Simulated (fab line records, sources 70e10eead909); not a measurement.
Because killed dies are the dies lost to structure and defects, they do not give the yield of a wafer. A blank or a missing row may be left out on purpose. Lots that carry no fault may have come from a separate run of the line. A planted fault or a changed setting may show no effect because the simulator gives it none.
Which tool is to blame? | flow nand_harc | 13 lots, 39 wafers sampled, at 5 steps of a route of 1302

== WHAT THE GAUGES SHOWED, per wafer ==
NHARC_END_SORT_01. Usual: defect_limited_yield is 91 % with standard deviation 3.1, killed_at_array is 57 with standard deviation 20, killed_at_other is 1.0 with standard deviation 1.5, killed_at_periphery is 3.5 with standard deviation 2.5, killed_dies is 62 with standard deviation 21, killed_open is 3.5 with standard deviation 1.9, and killed_short is 2.4 with standard deviation 1.6.
lot  | measured     | on        | defect_limited_yield (%) | killed_at_array | killed_at_other | killed_at_periphery | killed_dies | killed_open | killed_short | flag
L929 | day 24 10:28 | prober-02 | 93 94 92                 | 46 42 50        | 0 0 0           | 3 2 3               | 49 44 53    | 2 2 1       | 1 4 2        |
L930 | day 24 23:26 | prober-02 | 85 88 85                 | 100 77 100      | 0 0 2           | 1 1 1               | 101 78 103  | 2 0 5       | 2 4 3        |
L935 | day 27 15:23 | prober-01 | 86 87 87                 | 82 73 83        | 7 5 4           | 7 7 4               | 96 85 91    | 3 3 5       | 2 4 2        |
L937 | day 27 21:34 | prober-01 | 82 76 82                 | 117 160 118     | 0 0 5           | 3 2 1               | 120 162 124 | 4 1 4       | 1 3 0        | OFF
L942 | day 29 22:08 | prober-01 | 87 90 92                 | 70 68 48        | 8 1 3           | 9 2 1               | 87 71 52    | 4 1 3       | 2 0 1        |
L944 | day 30 15:40 | prober-02 | 91 92 92                 | 59 54 52        | 0 0 0           | 2 1 3               | 61 55 55    | 3 3 7       | 1 3 3        |
L945 | day 30 14:16 | prober-01 | 95 95 94                 | 33 35 40        | 0 0 1           | 2 1 2               | 35 36 43    | 4 2 2       | 3 2 1        |
L947 | day 32 20:56 | prober-01 | 90 89 90                 | 69 75 61        | 0 1 0           | 0 1 5               | 69 77 66    | 2 6 4       | 1 2 4        |
L948 | day 33 04:50 | prober-01 | 94 94 95                 | 33 35 28        | 2 1 0           | 4 2 5               | 39 38 33    | 5 3 2       | 3 3 1        |
L949 | day 32 22:36 | prober-02 | 92 92 90                 | 52 53 64        | 0 0 0           | 3 3 5               | 55 56 69    | 4 2 5       | 4 6 2        |
L950 | day 33 12:11 | prober-02 | 93 95 94                 | 36 25 32        | 1 0 0           | 10 12 10            | 47 37 42    | 1 3 6       | 3 1 4        |
L952 | day 34 01:31 | prober-02 | 88 89 90                 | 73 71 69        | 0 0 0           | 5 1 0               | 78 72 69    | 9 3 3       | 1 0 1        |
L951 | day 34 01:32 | prober-01 | 92 94 92                 | 47 41 51        | 1 2 2           | 8 1 2               | 56 44 55    | 1 4 6       | 3 2 2        |

== EACH LOT AND THE TOOL THAT RAN IT (in order: tool; ch and the chambers of the sampled wafers; start) ==
lot  | NHARC_A_BONDPAD_PVD_27       | NHARC_THIN_TSV_DEP_47           | NHARC_THIN_TSV_DEGAS_53      | NHARC_THIN_TSV_STRIP_56
L929 | pvd_sputter-02, day 22 20:39 | pecvd-04 ch 0,1,2, day 23 19:37 | pvd_sputter-01, day 23 22:32 | plasma_asher-02 ch 0,1, day 24 00:25
L930 | pvd_sputter-02, day 23 18:25 | pecvd-03 ch 0,2, day 24 09:59   | pvd_sputter-03, day 24 13:10 | plasma_asher-02 ch 0,1, day 24 14:58
L935 | pvd_sputter-03, day 26 05:10 | pecvd-04 ch 1,2, day 27 00:23   | pvd_sputter-02, day 27 03:29 | plasma_asher-01 ch 0,1, day 27 05:24
L937 | pvd_sputter-01, day 26 13:32 | pecvd-04 ch 1,2, day 27 04:55   | pvd_sputter-02, day 27 08:00 | plasma_asher-01 ch 0,1, day 27 09:47
L942 | pvd_sputter-02, day 28 15:43 | pecvd-03 ch 0,2, day 29 07:24   | pvd_sputter-03, day 29 10:14 | plasma_asher-01 ch 0,1, day 29 12:05
L944 | pvd_sputter-03, day 29 06:44 | pecvd-04 ch 0,1, day 29 22:43   | pvd_sputter-03, day 30 01:38 | plasma_asher-02 ch 0,1, day 30 04:10
L945 | pvd_sputter-02, day 29 09:00 | pecvd-04 ch 0,1,2, day 30 00:02 | pvd_sputter-01, day 30 02:58 | plasma_asher-02 ch 0,1, day 30 04:56
L947 | pvd_sputter-03, day 31 03:59 | pecvd-01 ch 0,1, day 32 05:21   | pvd_sputter-02, day 32 08:45 | plasma_asher-02 ch 0,1, day 32 10:33
L948 | pvd_sputter-03, day 31 08:28 | pecvd-04 ch 1,2, day 32 07:46   | pvd_sputter-02, day 32 10:41 | plasma_asher-02 ch 0,1, day 32 12:29
L949 | pvd_sputter-02, day 31 09:03 | pecvd-01 ch 0,1, day 32 06:35   | pvd_sputter-03, day 32 09:29 | plasma_asher-01 ch 0,1, day 32 11:14
L950 | pvd_sputter-03, day 32 05:32 | pecvd-01 ch 0,2, day 32 21:05   | pvd_sputter-03, day 32 23:55 | plasma_asher-01 ch 0,1, day 33 01:45
L952 | pvd_sputter-02, day 32 18:52 | pecvd-01 ch 0,1, day 33 10:19   | pvd_sputter-02, day 33 13:14 | plasma_asher-01 ch 0,1, day 33 15:11
L951 | pvd_sputter-02, day 32 20:41 | pecvd-04 ch 1,2, day 33 11:24   | pvd_sputter-03, day 33 14:19 | plasma_asher-01 ch 0,1, day 33 15:59
- NHARC_A_BONDPAD_PVD_27: deposits Cu, target thk 30 nm, time 20.49 s.
- NHARC_THIN_TSV_DEP_47: deposits SiO2, target thk 200 nm.
- NHARC_THIN_TSV_DEGAS_53: time 60 s.
- NHARC_THIN_TSV_STRIP_56: strips in O2.

== WHAT THE TOOLS THEMSELVES READ (means of the sampled wafers that have a number; where no wafer has one, the mark that the record gives instead) ==
NHARC_A_BONDPAD_PVD_27. Usual: 29.7 % for throttle_valve_pct, sd 1.1.
lot  | tool           | throttle_valve_pct (%) | flag
L929 | pvd_sputter-02 | 29.8                   |
L930 | pvd_sputter-02 | 28.8                   |
L935 | pvd_sputter-03 | 29.9                   |
L937 | pvd_sputter-01 | 30.4                   |
L942 | pvd_sputter-02 | 30.6                   |
L944 | pvd_sputter-03 | 29.7                   |
L945 | pvd_sputter-02 | 29.3                   |
L947 | pvd_sputter-03 | 29.4                   |
L948 | pvd_sputter-03 | 29.8                   |
L949 | pvd_sputter-02 | 29.6                   |
L950 | pvd_sputter-03 | 29.1                   |
L952 | pvd_sputter-02 | 28.7                   |
L951 | pvd_sputter-02 | 29.4                   |

NHARC_THIN_TSV_DEP_47. Usual: 16.6 % for throttle_valve_pct, sd 0.55.
lot  | tool     | throttle_valve_pct (%) | flag
L929 | pecvd-04 | 16.4                   |
L930 | pecvd-03 | 16.4                   |
L935 | pecvd-04 | 16.1                   |
L937 | pecvd-04 | 16.2                   |
L942 | pecvd-03 | 16.1                   |
L944 | pecvd-04 | 17.3                   |
L945 | pecvd-04 | 16.7                   |
L947 | pecvd-01 | 16.7                   |
L948 | pecvd-04 | 16.4                   |
L949 | pecvd-01 | 16.6                   |
L950 | pecvd-01 | 16.8                   |
L952 | pecvd-01 | 16.6                   |
L951 | pecvd-04 | 16.4                   |

NHARC_THIN_TSV_DEGAS_53. Usual: 468 W for heater_power_w, sd 48.
lot  | tool           | heater_power_w (W) | flag
L929 | pvd_sputter-01 | 466                |
L930 | pvd_sputter-03 | 479                |
L935 | pvd_sputter-02 | 453                |
L937 | pvd_sputter-02 | 445                |
L942 | pvd_sputter-03 | 511                |
L944 | pvd_sputter-03 | 488                |
L945 | pvd_sputter-01 | 438                |
L947 | pvd_sputter-02 | 443                |
L948 | pvd_sputter-02 | 467                |
L949 | pvd_sputter-03 | 461                |
L950 | pvd_sputter-03 | 489                |
L952 | pvd_sputter-02 | 443                |
L951 | pvd_sputter-03 | 502                |

NHARC_THIN_TSV_STRIP_56. Usual: drypump_motor_current_A 5.8 A, standard deviation 0.31; heater_power_w 337 W, standard deviation 31.
lot  | tool            | drypump_motor_current_A (A) | heater_power_w (W) | flag
L929 | plasma_asher-02 | 5.7                         | 328                |
L930 | plasma_asher-02 | 5.7                         | 324                |
L935 | plasma_asher-01 | 5.7                         | 367                |
L937 | plasma_asher-01 | 6.0                         | 350                |
L942 | plasma_asher-01 | 5.7                         | 363                |
L944 | plasma_asher-02 | 5.7                         | 307                |
L945 | plasma_asher-02 | 5.7                         | 309                |
L947 | plasma_asher-02 | 5.7                         | 307                |
L948 | plasma_asher-02 | 5.6                         | 325                |
L949 | plasma_asher-01 | 6.0                         | 345                |
L950 | plasma_asher-01 | 5.7                         | 370                |
L952 | plasma_asher-01 | 6.0                         | 343                |
L951 | plasma_asher-01 | 6.0                         | 341                |

== THE ANSWER, worked out from the rows above alone ==
Rule: a lot is off if the mean of its wafers that have a number lies more than 3 standard deviations from the usual mean. Also off: a lot with no number at a reading for which 4 or more lots have one. Any other lot the step has rows for is counted as sound. After the gauges, taken in route order, come the tools' own readings; for these a lot's mean is taken, as printed above. At the first step where some lot is off, the reading lying furthest off is the one used; lots without a number count as furthest.
Off: L937, at NHARC_END_SORT_01 (killed_at_array).
A tool fits if, at a process step before that reading, it ran every lot that is off, and no sound lot after the first of them. Gauges at NHARC_END_SORT_01: tried the same way as those tools. One fits: pvd_sputter-01 at NHARC_A_BONDPAD_PVD_27. It ran no sound lot before its first lot that is off in this sample, so the start can't be narrowed down.

== WHAT THE SIMULATOR HAD PUT IN ==
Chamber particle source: pvd_sputter-01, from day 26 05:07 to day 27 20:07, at NHARC_A_BONDPAD_PVD_27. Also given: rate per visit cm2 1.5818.
Lots struck among those shown: L937. The rule above found the same.
